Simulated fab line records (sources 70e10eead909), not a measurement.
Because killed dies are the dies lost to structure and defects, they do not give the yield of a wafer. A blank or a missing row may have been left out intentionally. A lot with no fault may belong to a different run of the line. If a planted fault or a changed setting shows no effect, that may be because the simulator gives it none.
Which of the tools did it?	flow nand-harc	Sampling: 24 lots, 72 wafers, 6 of 1159 route steps

## WHAT EACH GAUGE READ, for each wafer
No reading from a measuring or inspecting step in the record can be judged against a usual standard deviation.

## TOOL THAT RAN EACH LOT (tool first, then ch and the chambers of the sampled wafers, then the start)
lot	NHARC_A_CONTACT_ETCH_50	NHARC_A_CONTACT_ETCH_111	NHARC_A_CONTACT_ETCH_96	NHARC_A_CONTACT_ETCH_89	NHARC_A_CONTACT_ETCH_134	NHARC_A_CONTACT_ETCH_135
L075	rie-diel-02 ch 0,2,3, day 16 15:36 or earlier	har-cap-etch-01 ch 0,1, day 16 15:36	rie-diel-05 ch 0,1, day 16 17:32	rie-diel-08 ch 1,2,3, day 17 06:55 or earlier	har-cap-etch-03 ch 0,1, day 17 06:55	har-cap-etch-03 ch 0,1, day 17 07:08
L074	rie-diel-05 ch 0,1,2, day 16 16:22 or earlier	har-cap-etch-02 ch 0,1, day 16 16:22	rie-diel-05 ch 0,1,2, day 16 18:50	rie-diel-02 ch 0,1,2, day 17 07:40 or earlier	har-cap-etch-01 ch 0,1, day 17 07:40	har-cap-etch-01 ch 0,1, day 17 07:52
L077	rie-diel-02 ch 1,2,3, day 16 19:59 or earlier	har-cap-etch-03 ch 0,1, day 16 19:59	rie-diel-05 ch 0,1,2, day 16 22:11	rie-diel-02 ch 0,1,2, day 17 10:22 or earlier	har-cap-etch-02 ch 0,1, day 17 10:22	har-cap-etch-02 ch 0,1, day 17 10:34
L078	rie-diel-08 ch 1,2, day 16 20:45 or earlier	har-cap-etch-01 ch 0,1, day 16 20:45	rie-diel-08 ch 0,3, day 17 10:57 or earlier	rie-diel-05 ch 2,3, day 17 10:57 or earlier	har-cap-etch-03 ch 0,1, day 17 10:57	har-cap-etch-03 ch 0,1, day 17 11:08
L079	rie-diel-08 ch 0,1,3, day 17 15:46 or earlier	har-cap-etch-01 ch 0,1, day 17 15:46	rie-diel-05 ch 0,2,3, day 18 05:14 or earlier	rie-diel-05 ch 0,1,2, day 18 05:14 or earlier	har-cap-etch-01 ch 0,1, day 18 05:14	har-cap-etch-01 ch 0,1, day 18 05:25
L076	rie-diel-05 ch 0,3, day 17 16:19 or earlier	har-cap-etch-02 ch 0,1, day 17 16:19	rie-diel-05 ch 2,3, day 18 06:10 or earlier	rie-diel-08 ch 0,2,3, day 18 06:10 or earlier	har-cap-etch-02 ch 0,1, day 18 06:10	har-cap-etch-02 ch 0,1, day 18 06:22
L084	rie-diel-02 ch 2,3, day 18 02:24 or earlier	har-cap-etch-02 ch 0,1, day 18 02:24	rie-diel-05 ch 0,1, day 18 18:57 or earlier	rie-diel-05 ch 0,3, day 18 18:57 or earlier	har-cap-etch-02 ch 0,1, day 18 18:57	har-cap-etch-02 ch 0,1, day 18 19:07
L081	rie-diel-05 ch 0,1,3, day 18 02:29 or earlier	har-cap-etch-03 ch 0,1, day 18 02:29	rie-diel-02 ch 1,3, day 18 19:55 or earlier	rie-diel-05 ch 0,1,3, day 18 19:55 or earlier	har-cap-etch-01 ch 0,1, day 18 19:55	har-cap-etch-01 ch 0,1, day 18 20:07
L080	rie-diel-08 ch 0,2,3, day 18 07:45 or earlier	har-cap-etch-03 ch 0,1, day 18 07:45	rie-diel-05 ch 0,1, day 18 23:39 or earlier	rie-diel-08 ch 0,1,3, day 18 23:39 or earlier	har-cap-etch-02 ch 0,1, day 18 23:39	har-cap-etch-02 ch 0,1, day 18 23:50
L083	rie-diel-02 ch 0,1,3, day 18 17:40 or earlier	har-cap-etch-01 ch 0,1, day 18 17:40	rie-diel-02 ch 1,3, day 19 06:55 or earlier	rie-diel-05 ch 1,2,3, day 19 06:55 or earlier	har-cap-etch-02 ch 0,1, day 19 06:55	har-cap-etch-02 ch 0,1, day 19 07:08
L082	rie-diel-08 ch 1,3, day 18 19:13 or earlier	har-cap-etch-03 ch 0,1, day 18 19:13	rie-diel-05 ch 1,2, day 19 10:46 or earlier	rie-diel-08 ch 0,1,2, day 19 10:46 or earlier	har-cap-etch-02 ch 0,1, day 19 10:46	har-cap-etch-02 ch 0,1, day 19 10:58
L088	rie-diel-08 ch 2,3, day 19 08:08 or earlier	har-cap-etch-01 ch 0,1, day 19 08:08	rie-diel-05 ch 0,1,3, day 19 22:44 or earlier	rie-diel-02 ch 1,2, day 19 22:44 or earlier	har-cap-etch-03 ch 0,1, day 19 22:44	har-cap-etch-03 ch 0,1, day 19 22:55
L087	rie-diel-08 ch 0,2,3, day 19 08:40 or earlier	har-cap-etch-03 ch 1, day 19 08:40	rie-diel-05 ch 0,2, day 19 23:07 or earlier	rie-diel-05 ch 0,1,3, day 19 23:07 or earlier	har-cap-etch-02 ch 0,1, day 19 23:07	har-cap-etch-02 ch 0,1, day 19 23:19
L086	rie-diel-05 ch 1,2,3, day 19 21:35 or earlier	har-cap-etch-02 ch 0,1, day 19 21:35	rie-diel-02 ch 1,2,3, day 20 13:50 or earlier	rie-diel-05 ch 1,2,3, day 20 13:50 or earlier	har-cap-etch-01 ch 0,1, day 20 13:50	har-cap-etch-01 ch 0,1, day 20 14:02
L085	rie-diel-08 ch 0,1,2, day 19 22:19 or earlier	har-cap-etch-01 ch 0,1, day 19 22:19	rie-diel-05 ch 0,2, day 20 16:50 or earlier	rie-diel-05 ch 1,2,3, day 20 16:50 or earlier	har-cap-etch-03 ch 0,1, day 20 16:50	har-cap-etch-03 ch 0,1, day 20 17:03
L090	rie-diel-02 ch 2,3, day 20 08:49 or earlier	har-cap-etch-02 ch 0,1, day 20 08:49	rie-diel-02 ch 0,2, day 21 00:37 or earlier	rie-diel-05 ch 0,1, day 21 00:37 or earlier	har-cap-etch-02 ch 0,1, day 21 00:37	har-cap-etch-02 ch 0,1, day 21 00:49
L091	rie-diel-05 ch 0,1,3, day 20 09:06 or earlier	har-cap-etch-03 ch 0,1, day 20 09:06	rie-diel-05 ch 1,2,3, day 21 01:00 or earlier	rie-diel-05 ch 0,1,2, day 21 01:00 or earlier	har-cap-etch-03 ch 0,1, day 21 01:00	har-cap-etch-03 ch 0,1, day 21 01:12
L092	rie-diel-02 ch 0,1,2, day 20 14:13 or earlier	har-cap-etch-02 ch 0,1, day 20 14:13	rie-diel-02 ch 1,2,3, day 21 05:16 or earlier	rie-diel-05 ch 2,3, day 21 05:16 or earlier	har-cap-etch-02 ch 0,1, day 21 05:16	har-cap-etch-02 ch 0,1, day 21 05:28
L089	rie-diel-02 ch 0,1, day 20 20:05 or earlier	har-cap-etch-03 ch 0,1, day 20 20:05	rie-diel-08 ch 0,3, day 21 11:44 or earlier	rie-diel-05 ch 0,2, day 21 11:44 or earlier	har-cap-etch-01 ch 0,1, day 21 11:44	har-cap-etch-01 ch 0,1, day 21 11:56
L094	rie-diel-08 ch 0,2,3, day 21 11:25 or earlier	har-cap-etch-03 ch 0,1, day 21 11:25	rie-diel-05 ch 1,3, day 21 13:24	rie-diel-05 ch 0,2,3, day 22 03:52 or earlier	har-cap-etch-02 ch 0,1, day 22 03:52	har-cap-etch-02 ch 0,1, day 22 04:11
L095	rie-diel-02 ch 1,2, day 21 15:35 or earlier	har-cap-etch-02 ch 0,1, day 21 15:35	rie-diel-05 ch 0,3, day 22 06:28 or earlier	rie-diel-05 ch 0,1,2, day 22 06:28 or earlier	har-cap-etch-01 ch 0,1, day 22 06:28	har-cap-etch-01 ch 0,1, day 22 06:41
L096	rie-diel-05 ch 0,2, day 21 20:20 or earlier	har-cap-etch-03 ch 0,1, day 21 20:20	rie-diel-05 ch 0,1,2, day 22 10:08 or earlier	rie-diel-05 ch 1,3, day 22 10:08 or earlier	har-cap-etch-01 ch 0,1, day 22 10:08	har-cap-etch-01 ch 0,1, day 22 10:20
L093	rie-diel-02 ch 1,2,3, day 21 20:49 or earlier	har-cap-etch-02 ch 0,1, day 21 20:49	rie-diel-02 ch 0,2,3, day 22 15:52 or earlier	rie-diel-02 ch 0,2,3, day 22 15:52 or earlier	har-cap-etch-01 ch 1, day 22 15:52	har-cap-etch-01 ch 1, day 22 16:03
L097	rie-diel-08 ch 0,2, day 22 04:21 or earlier	har-cap-etch-01 ch 0,1, day 22 04:21	rie-diel-05 ch 0,3, day 22 20:54 or earlier	rie-diel-08 ch 0,2, day 22 20:54 or earlier	har-cap-etch-01 ch 0,1, day 22 20:54	har-cap-etch-01 ch 0,1, day 22 21:04
- NHARC_A_CONTACT_ETCH_50: etches the open film in CF4/CHF3, target depth 84.7 nm, time 42.4 s.
- NHARC_A_CONTACT_ETCH_111: etches the open film in C4F8/O2/Ar, time 140 s, target depth 700 nm.
- NHARC_A_CONTACT_ETCH_96: etches the open film in C4F6/O2, target depth 20 nm, time 10 s.
- NHARC_A_CONTACT_ETCH_89: etches the open film in N2/H2, target depth 260 nm, time 475.3 s.
- NHARC_A_CONTACT_ETCH_134: etches the open film in C4F8/O2/Ar, time 140 s, target depth 700 nm.
- NHARC_A_CONTACT_ETCH_135: etches the open film in C4F8/O2/Ar, time 132 s, target depth 1287 nm.

## WHAT THE TOOLS THEMSELVES READ (means of the sampled wafers that have a number; where no wafer has one, the mark that the record gives instead)
NHARC_A_CONTACT_ETCH_50. Usual: chf3-flow-sccm 30.01 sccm, standard deviation 0.09; drypump-motor-current-A 5.7 A, standard deviation 0.39; oes-product-au 0.939 a.u., standard deviation 0.026; rf-vpp-V 370.0 V, standard deviation 1.8; showerhead-plenum-p-Torr 1.56 Torr, standard deviation 0.046; throttle-valve-pct 16.802 %, standard deviation 0.0095.
lot	tool	chf3-flow-sccm (sccm)	drypump-motor-current-A (A)	oes-product-au (a.u.)	rf-vpp-V (V)	showerhead-plenum-p-Torr (Torr)	throttle-valve-pct (%)	flag
L075	rie-diel-02	29.98	5.7	0.966	370.1	1.55	16.805	
L074	rie-diel-05	29.95	5.9	0.910	368.6	1.55	16.796	
L077	rie-diel-02	30.01	6.0	0.971	370.5	1.56	16.801	
L078	rie-diel-08	30.02	5.3	0.922	370.6	1.55	16.799	
L079	rie-diel-08	30.01	5.5	0.938	369.2	1.53	16.787	
L076	rie-diel-05	30.01	5.9	0.918	371.1	1.60	16.807	
L084	rie-diel-02	29.98	6.1	0.915	369.3	1.54	16.803	
L081	rie-diel-05	30.03	5.8	0.969	370.4	1.58	16.808	
L080	rie-diel-08	30.00	5.8	0.927	370.3	1.56	16.798	
L083	rie-diel-02	29.96	5.8	0.965	371.2	1.58	16.805	
L082	rie-diel-08	30.04	5.1	0.917	370.0	1.55	16.797	
L088	rie-diel-08	29.94	5.5	0.927	371.6	1.60	16.798	
L087	rie-diel-08	30.01	5.8	0.918	370.2	1.56	16.802	
L086	rie-diel-05	30.02	5.9	0.977	370.5	1.56	16.810	
L085	rie-diel-08	30.10	5.7	0.924	369.2	1.53	16.806	
L090	rie-diel-02	30.06	6.0	0.926	368.8	1.52	16.805	
L091	rie-diel-05	30.05	5.8	0.976	370.4	1.57	16.797	
L092	rie-diel-02	30.06	5.6	0.920	369.5	1.56	16.809	
L089	rie-diel-02	29.99	5.7	0.922	371.3	1.59	16.801	
L094	rie-diel-08	29.94	5.8	0.970	369.9	1.56	16.799	
L095	rie-diel-02	30.10	5.9	0.925	369.1	1.53	16.799	
L096	rie-diel-05	30.05	6.0	0.955	370.6	1.56	16.800	
L093	rie-diel-02	30.04	6.0	0.919	370.3	1.55	16.791	
L097	rie-diel-08	29.92	6.0	0.968	370.5	1.56	16.799	

NHARC_A_CONTACT_ETCH_96. Usual: drypump-motor-current-A 5.86 A, standard deviation 0.29; oes-product-au 0.974 a.u., standard deviation 0.029; rf-vpp-V 546.1 V, standard deviation 2.1; showerhead-plenum-p-Torr 3.89 Torr, standard deviation 0.091; throttle-valve-pct 26.904 %, standard deviation 0.0092.
lot	tool	drypump-motor-current-A (A)	oes-product-au (a.u.)	rf-vpp-V (V)	showerhead-plenum-p-Torr (Torr)	throttle-valve-pct (%)	flag
L075	rie-diel-05	5.91	0.989	546.7	3.91	26.909	
L074	rie-diel-05	5.98	0.937	545.6	3.87	26.903	
L077	rie-diel-05	5.96	0.984	545.6	3.87	26.901	
L078	rie-diel-08	5.86	0.979	544.6	3.80	26.895	
L079	rie-diel-05	5.95	0.973	547.1	3.93	26.894	
L076	rie-diel-05	5.86	0.954	548.2	3.95	26.906	
L084	rie-diel-05	5.87	1.007	545.8	3.87	26.908	
L081	rie-diel-02	6.10	1.002	547.2	3.94	26.907	
L080	rie-diel-05	5.88	0.986	546.7	3.91	26.898	
L083	rie-diel-02	6.13	0.964	547.7	3.94	26.900	
L082	rie-diel-05	5.93	0.996	544.8	3.83	26.910	
L088	rie-diel-05	5.85	1.012	547.2	3.93	26.906	
L087	rie-diel-05	6.03	0.989	546.3	3.91	26.898	
L086	rie-diel-02	6.02	0.945	546.3	3.88	26.904	
L085	rie-diel-05	6.04	0.980	544.6	3.86	26.897	
L090	rie-diel-02	5.35	0.950	545.4	3.85	26.907	
L091	rie-diel-05	5.89	0.946	545.6	3.88	26.907	
L092	rie-diel-02	6.04	0.967	545.1	3.88	26.903	
L089	rie-diel-08	5.87	0.951	542.8	3.78	26.910	
L094	rie-diel-05	5.75	1.015	547.5	3.94	26.902	
L095	rie-diel-05	5.79	0.987	548.5	3.98	26.904	
L096	rie-diel-05	5.95	0.944	546.3	3.86	26.911	
L093	rie-diel-02	5.72	0.944	545.5	3.84	26.901	
L097	rie-diel-05	5.79	1.002	548.1	3.98	26.913	

NHARC_A_CONTACT_ETCH_89. Usual: drypump-motor-current-A 5.8 A, standard deviation 0.32; oes-product-au 0.999 a.u., standard deviation 0.017; rf-vpp-V 430.1 V, standard deviation 1.9; showerhead-plenum-p-Torr 2.02 Torr, standard deviation 0.059; throttle-valve-pct 14.171 %, standard deviation 0.009.
lot	tool	drypump-motor-current-A (A)	oes-product-au (a.u.)	rf-vpp-V (V)	showerhead-plenum-p-Torr (Torr)	throttle-valve-pct (%)	flag
L075	rie-diel-08	5.4	0.991	431.1	2.05	14.167	
L074	rie-diel-02	5.7	0.993	430.5	2.03	14.180	
L077	rie-diel-02	5.7	0.998	429.6	2.03	14.177	
L078	rie-diel-05	6.0	0.984	429.0	2.02	14.168	
L079	rie-diel-05	6.0	0.998	429.4	2.01	14.158	
L076	rie-diel-08	5.8	1.002	429.6	2.02	14.176	
L084	rie-diel-05	5.9	1.012	431.1	2.08	14.178	
L081	rie-diel-05	5.9	1.014	430.8	2.04	14.177	
L080	rie-diel-08	5.5	0.996	429.2	1.98	14.171	
L083	rie-diel-05	5.9	1.000	430.6	2.02	14.168	
L082	rie-diel-08	5.7	0.987	428.4	1.98	14.172	
L088	rie-diel-02	5.9	0.991	428.3	1.98	14.162	
L087	rie-diel-05	5.8	1.007	430.9	2.04	14.178	
L086	rie-diel-05	5.9	0.998	430.0	2.01	14.166	
L085	rie-diel-05	5.9	1.008	429.3	2.01	14.163	
L090	rie-diel-05	5.9	0.994	430.3	2.03	14.166	
L091	rie-diel-05	6.0	0.999	430.4	2.00	14.169	
L092	rie-diel-05	6.0	0.997	429.1	2.01	14.181	
L089	rie-diel-05	6.0	0.987	430.2	2.02	14.166	
L094	rie-diel-05	5.9	0.999	430.8	2.03	14.174	
L095	rie-diel-05	5.9	0.993	429.6	2.00	14.173	
L096	rie-diel-05	5.8	1.013	430.0	2.01	14.175	
L093	rie-diel-02	5.7	0.999	430.1	1.99	14.163	
L097	rie-diel-08	6.0	1.007	427.9	1.95	14.166	

## THE ANSWER, worked out from the rows above alone
Rule: take the mean of a lot's wafers that have a number; if it is more than 3 standard deviations from the usual mean, the lot is off. Also off: a lot with no number at a reading for which 4 or more lots have one. The other lots that the step has rows for count as sound. After the gauges, taken in route order, come the tools' own readings; for these a lot's mean is taken, as printed above. The first step at which some lot is off is used, and at that step the reading that is off furthest; a lot without a number counts as furthest.
Across all readings shown, no lot is off: no conclusion can be drawn from this.

## WHAT THE SIMULATOR HAD INSERTED
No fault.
